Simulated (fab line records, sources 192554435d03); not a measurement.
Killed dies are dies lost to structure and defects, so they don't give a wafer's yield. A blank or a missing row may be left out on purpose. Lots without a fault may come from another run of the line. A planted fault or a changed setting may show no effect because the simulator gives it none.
fab line records | flow n5_finfet
record lots=7 wafers=39
route steps=1938 shown WELL_APT@33 DUMMY_GATE@237 MOL_CONTACT_COAG@551
start_h: hours from the record's first day to the start of the lot's first wafer shown | wait_h: hours since the lot's step before | " the same as in the row above | L1.1+2: a row that stands for several wafers | - no value, or no start given | * or withheld: withheld | < > ~ a bound
route shown NAME@n: a module of which the file shows steps, and the number in the route of the first | usual: mean/standard deviation of fault-free wafers | same: alike in all rows | chamber/n: place in a boat | sites: the reading at each site | _std_site: their standard deviation | _edge_site: outer sites' mean less inner sites' | radius_mm: how far each site lies from the wafer's centre | mask NAME#n: copy n | behind: the tool/chamber that last shaped the wafer | hold: why the lot was held/for how many hours/how that ended | device: the transistor (n, p or np) that didn't switch | end of line: the same wafers' tests at the end of the route | a step without rows: its recipe alone | killed: dies lost to structure and defects at the first sort, not the wafer's yield | map: a wafer's dies, x killed, . not, _ none there
set.NAME: the setting as run; set.NAME@STEP: as run at that earlier step | model.NAME: the simulator's own value behind a step, which no gauge read
lots whose settings were changed on purpose; a table a step, a row a wafer
## steps
# step N5_WELL_APT_IMPLANT_15
# recipe species=As energy_kev=25 dose_cm2=1.5e+13 tilt_deg=0 rotation_deg=0
# columns lot.wafer tool chamber start_h wait_h set.energy_kev model.implant.rp_nm model.implant.drp_nm
L074.1+2+3+4+5+6 implanter-01 0 13.94 0.1 25 19.28 8.457
L076.1+5+6 implanter-01 0 26.23 0.1 22.21 16.96 7.781
L076.2+3+4 " 0 " " 25 18.51 8.457
L078.1+2+3+4+5+6 implanter-02 0 38.09 0.1 25 19.01 8.457
L080.1+4+5 implanter-02 0 50.62 0.1 25 19.04 8.457
L080.2+3+6 " 0 " " 27.04 20.19 8.944
L083.1+2+3 implanter-01 0 68.22 0.1 25 19.17 8.457
L084.1+2+6 implanter-02 0 74.45 0.1 26.33 19.34 8.775
L084.3+4+5 " 0 " " 25 18.6 8.457
L092.1+2+6 implanter-02 0 122.06 0.1 25 19.67 8.457
L092.3+4+5 " 0 " " 23.57 18.83 8.113
# step N5_DUMMY_GATE_ETCH_37
# recipe chemistry=N2/H2 target=SOC target_depth_a=600 overetch_a=300 temp_c=40 ion_energy_ev=200 pressure_mtorr=30 source_w=840 bias_w=150 n2_flow_sccm=200 h2_flow_sccm=200
# usual rf_vpp_V=524.4/2.5
# columns lot.wafer tool chamber start_h wait_h set.source_w rf_vpp_V
L074.1 rie_diel-04 1 48.07 0.0 977.3 502.3
L074.2 " 3 " " 840 523.2
L074.3 " 2 " " 977.3 500.4
L074.4 " 0 " " 840 527.0
L074.5 " 3 " " 977.3 497.1
L074.6 " 2 " " 840 524.6
L076.1 rie_diel-05 0 59.52 0.0 840 526.6
L076.2 " 2 " " 840 521.5
L076.3 " 3 " " 969.9 497.3
L076.4 " 1 " " 840 526.5
L076.5 " 1 " " 969.9 499.8
L076.6 " 2 " " 969.9 498.0
L078.1 rie_diel-02 2 71.12 0.0 840 526.0
L078.2 " 1 " " 788.1 535.2
L078.3 " 0 " " 788.1 535.0
L078.4 " 3 " " 840 520.2
L078.5 " 0 " " 840 523.8
L078.6 " 1 " " 788.1 535.4
L080.1 rie_diel-02 2 82.72 0.0 992.4 498.1
L080.2 " 0 " " 992.4 496.5
L080.3 " 3 " " 840 520.3
L080.4 " 1 " " 992.4 496.8
L080.5 " 0 " " 840 524.1
L080.6 " 3 " " 840 520.0
L083.1 rie_diel-05 0 102.50 0.0 840 525.1
L083.2 " 1 " " 840 524.5
L083.3 " 3 " " 840 521.9
L084.1 rie_diel-02 1 108.86 0.0 840 526.1
L084.2 " 2 " " 736.3 550.9
L084.3 " 0 " " 736.3 549.3
L084.4 " 3 " " 840 519.7
L084.5 " 3 " " 840 518.3
L084.6 " 0 " " 736.3 548.9
L092.1 rie_diel-02 2 154.84 0.0 840 528.5
L092.2 " 0 " " 737.6 547.2
L092.3 " 3 " " 737.6 551.2
L092.4 " 1 " " 737.6 550.7
L092.5 " 3 " " 840 526.7
L092.6 " 0 " " 840 523.9
# step N5_DUMMY_GATE_ETCH_31
# recipe chemistry=C4F6/O2 target=SiO2 mask_material=SOC target_depth_a=825 time_s=27.5 ion_energy_ev=250 pressure_mtorr=30 source_w=345 bias_w=185 Ar_flow_sccm=300 C4F6_flow_sccm=10 O2_flow_sccm=10
# columns lot.wafer tool chamber start_h wait_h set.target_depth_a model.etch.depth_nm model.SOC_of_DUMMY_GATE_COAT_34.thk_nm
L074.1 rie_diel-05 2 48.43 0.1 742.7 73.63 52.6
L074.2 " 0 " " 825 81.45 52
L074.3 " 1 " " 742.7 74.01 52.6
L074.4 " 3 " " 825 83.13 51.8
L074.5 " 0 " " 825 81.41 52
L074.6 " 3 " " 742.7 74.82 52.6
L076.1 rie_diel-02 1 60.12 0.2 825 84.82 51.8
L076.2 " 0 " " 825 83.26 51.8
L076.3 " 2 " " 825 84.57 51.8
L076.4 " 0 " " 873.6 87.19 51.4
L076.5 " 2 " " 873.6 89.05 51.2
L076.6 " 1 " " 873.6 89.5 51.2
L078.1 rie_diel-05 0 71.39 0.0 723.6 71.04 53
L078.2 " 1 " " 825 81.58 51.8
L078.3 " 3 " " 723.6 72.23 52.8
L078.4 " 2 " " 723.6 71.05 53
L078.5 " 2 " " 825 81.51 52
L078.6 " 1 " " 825 82.18 51.8
L080.1 rie_diel-02 2 83.12 0.2 825 84.22 51.8
L080.2 " 3 " " 740.5 73.37 52.8
L080.3 " 1 " " 825 83.84 52
L080.4 " 0 " " 825 84 51.6
L080.5 " 3 " " 740.5 72.87 52.8
L080.6 " 0 " " 740.5 75 52.6
L083.1 rie_diel-02 3 102.78 0.0 825 80.45 52.2
L083.2 " 0 " " 825 82.44 51.8
L083.3 " 2 " " 825 83.39 51.8
L084.1 rie_diel-02 2 109.27 0.0 861.8 88.36 51
L084.2 " 0 " " 825 82.63 51.6
L084.3 " 3 " " 861.8 85.64 51.2
L084.4 " 1 " " 825 83.9 51.4
L084.5 " 1 " " 861.8 87.75 51
L084.6 " 0 " " 825 82.92 51.6
L092.1 rie_diel-02 3 155.29 0.1 925.3 93.78 50.6
L092.2 " 0 " " 925.3 91.95 50.4
L092.3 " 1 " " 825 82.67 51.4
L092.4 " 2 " " 825 84.15 51.4
L092.5 " 2 " " 925.3 93.69 50.4
L092.6 " 1 " " 825 83.14 51.6
# step N5_MOL_CONTACT_COAG_SPUTTER_130
# recipe material=Co target_thk_a=475 temp_c=25 chamber_pressure_pa=0.5 power_w=3000
# columns lot.wafer tool chamber start_h wait_h set.power_w model.Co_of_MOL_CONTACT_COAG_SPUTTER_130.thk_nm
L074.1 pvd_sputter-02 - 99.18 0.0 3000 48.4
L074.2+3 " - " " 3000 48.2
L074.4+5+6 " - " " 2556 41.2
L078.1+5 pvd_sputter-02 - 121.91 0.0 3000 48.8
L078.2 " - " " 2674 43.2
L078.3 " - " " 2674 43.8
L078.4 " - " " 2674 44
L078.6 " - " " 3000 49
L080.1+5+6 pvd_sputter-03 - 130.69 0.0 3000 47.4
L080.2 " - " " 2840 44.8
L080.3 " - " " 2840 45.4
L080.4 " - " " 2840 45.6
L083.1+2 pvd_sputter-03 - 147.47 0.0 3000 47.6
L083.3 " - " " 3000 47.4
L084.1 pvd_sputter-03 - 155.83 0.0 3000 47.8
L084.2 " - " " 3000 47.6
L084.3 " - " " 3000 48.6
L084.4 " - " " 3000 48.4
L084.5 " - " " 3000 48
L084.6 " - " " 3000 48.2
L092.1 pvd_sputter-03 - 201.27 0.0 3000 47.8
L092.2+5 " - " " 3000 47.6
L092.3+4 " - " " 3000 47.2
L092.6 " - " " 3000 47
L076.1 pvd_sputter-02 - 214.37 0.0 3000 48.8
L076.2 " - " " 3000 48.4
L076.3 " - " " 3157 50.2
L076.4 " - " " 3000 48.6
L076.5 " - " " 3157 50.8
L076.6 " - " " 3157 50.6
## key
split step=N5_WELL_APT_IMPLANT_15 setting=energy_kev stated=25 by=wafer
response step=N5_WELL_APT_IMPLANT_15 reading=model.implant.rp_nm change=+0.141 per=1% r=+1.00
response step=N5_WELL_APT_IMPLANT_15 reading=model.implant.drp_nm change=+0.0602 per=1% r=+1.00
split step=N5_DUMMY_GATE_ETCH_37 setting=source_w stated=840 by=wafer
response step=N5_DUMMY_GATE_ETCH_37 reading=rf_vpp_V change=-1.67 per=1% r=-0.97
split step=N5_DUMMY_GATE_ETCH_31 setting=target_depth_a stated=825 by=wafer
response step=N5_DUMMY_GATE_ETCH_31 reading=model.etch.depth_nm change=+0.849 per=1% r=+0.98
response step=N5_DUMMY_GATE_ETCH_31 reading=model.SOC_of_DUMMY_GATE_COAT_34.thk_nm change=-0.0837 per=1% r=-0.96
split step=N5_MOL_CONTACT_COAG_SPUTTER_130 setting=power_w stated=3000 by=wafer
response step=N5_MOL_CONTACT_COAG_SPUTTER_130 reading=model.Co_of_MOL_CONTACT_COAG_SPUTTER_130.thk_nm change=+0.465 per=1% r=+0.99
